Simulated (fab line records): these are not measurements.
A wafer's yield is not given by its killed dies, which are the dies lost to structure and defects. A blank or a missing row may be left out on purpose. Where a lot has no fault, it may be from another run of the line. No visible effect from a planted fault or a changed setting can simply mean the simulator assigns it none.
A struck lot beside a sound one :: flow nandHarc :: 20 steps out of a route of 1302
Sound: wafers L815.1, L815.3, L815.4. Struck: wafers L816.3, L816.5, L816.6. The cause is named last.
Order at every step that has rows: each side's tool, ch and its chambers, its first start. Under that, the readings that differ: sound wafers :: struck wafers :: difference of the means :: sigmas: that difference in standard deviations of wafers without a fault.
alike: a reading whose means differ by less than 2 such deviations, as well as words and numbers matching on both sides. not compared: withheld readings; readings where some wafer has no value; bounds like >300 that might hide an equal value; numbers whose values overlap and for which the record gives no deviation.
A row with sigmas, a row that says differs or no value, or rows on one side alone: a step with any of these is where the two part. Non-overlapping numbers with no deviation appear without sigmas and do not part them. Lack of a reading on every wafer of one side parts them only where that side has two or more wafers.

NHARC_P_ZERO_WELL_CD_MEAS_37: target cd 720 nm.
  sound on cdSem-01 ch 0, day 4 22:29; struck on cdSem-01 ch 0, day 5 08:12
reading: cdNm (nm)
sound: 719.2 719.9 718.3
struck: 722.3 720.8 723.7
difference: +3.1
sigmas: +2
then, 1 step without rows for these wafers: NHARC_P_ZERO_WELL_HARDBAKE_38 (time 80 s).
NHARC_P_ZERO_WELL_DESCUM_39: chemistry O2, time 3 s.
  sound on rieDiel-07 ch 1,2,3, day 4 22:39; struck on rieDiel-10 ch 0,2,3, day 5 08:23
  alike: drypumpMotorCurrentA, mfcArSccm, oesProductAu, rfVppV, showerheadPlenumPTorr, throttleValvePct
  not compared: rfHoursCounterH
then, 9 steps without rows for these wafers: NHARC_P_ZERO_WELL_IMPLANT_40; NHARC_P_ZERO_WELL_IMPLANT_59; NHARC_P_ZERO_WELL_IMPLANT_60; NHARC_P_ZERO_WELL_STRIP_41 (strips in SPM, time 840 s); NHARC_P_ZERO_WELL_DEHYDRATE_44 (time 120 s); NHARC_P_ZERO_WELL_HMDS_45 (time 30 s); NHARC_P_ZERO_WELL_COAT_46; NHARC_P_ZERO_WELL_SOFTBAKE_47 (time 95 s); NHARC_P_ZERO_WELL_EBR_48.
NHARC_P_ZERO_WELL_EXPOSE_49: exposes mask P HVPW, target cd 2000 nm.
  sound on krfScanner-01 ch 0, day 4 23:58; struck on krfScanner-01 ch 0, day 5 09:34
reading: mask
sound: P_HVPW#0 P_HVPW#0 P_HVPW#0
struck: P_HVPW_R1#0 P_HVPW_R1#0 P_HVPW_R1#0
difference: differs
sigmas: 
  alike: stageVelMmS
then, 2 steps without rows for these wafers: NHARC_P_ZERO_WELL_PEB_50 (peb time 85 s); NHARC_P_ZERO_WELL_DEVELOP_51 (time 70 s).
NHARC_P_ZERO_WELL_CD_MEAS_52: target cd 2000 nm.
  sound on cdSem-03 ch 0, day 5 00:08; struck on cdSem-03 ch 0, day 5 09:43
reading: cdNm (nm)
sound: 2001.8 1999.6 1998.4
struck: 1452.2 1453.9 1454.3
difference: -546.5
sigmas: -99 or more
then, 1 step without rows for these wafers: NHARC_P_ZERO_WELL_HARDBAKE_53 (time 80 s).
NHARC_P_ZERO_WELL_DESCUM_54: chemistry O2, time 3 s.
  sound on rieDiel-07 ch 0,1,2, day 5 00:18; struck on rieDiel-10 ch 0,1, day 5 09:55
reading: model.P_ZERO_WELL.cdNm (nm)
sound: 2002 2000 1999
struck: 1452 1454 1454
difference: -547
sigmas: 
  alike: drypumpMotorCurrentA, mfcArSccm, oesProductAu, rfVppV, showerheadPlenumPTorr, throttleValvePct
  not compared: rfHoursCounterH
after that, 1 step had no rows for these wafers: NHARC_P_ZERO_WELL_IMPLANT_55.
-- jump in the record: it breaks off in module P_ZERO_WELL and resumes in module END (first step shown: number 1302 of the route), and 22 days separate the struck wafers' starts before and after --
NHARC_END_SORT_01:
  only the struck wafers appear in the record here, on prober-02 ch 0 at day 27 01:39; the sound ones have no rows

WHERE THEY PART
Last at NHARC_END_SORT_01 as far as this record goes, first at NHARC_P_ZERO_WELL_CD_MEAS_37.

WHY: whatever the simulator had introduced
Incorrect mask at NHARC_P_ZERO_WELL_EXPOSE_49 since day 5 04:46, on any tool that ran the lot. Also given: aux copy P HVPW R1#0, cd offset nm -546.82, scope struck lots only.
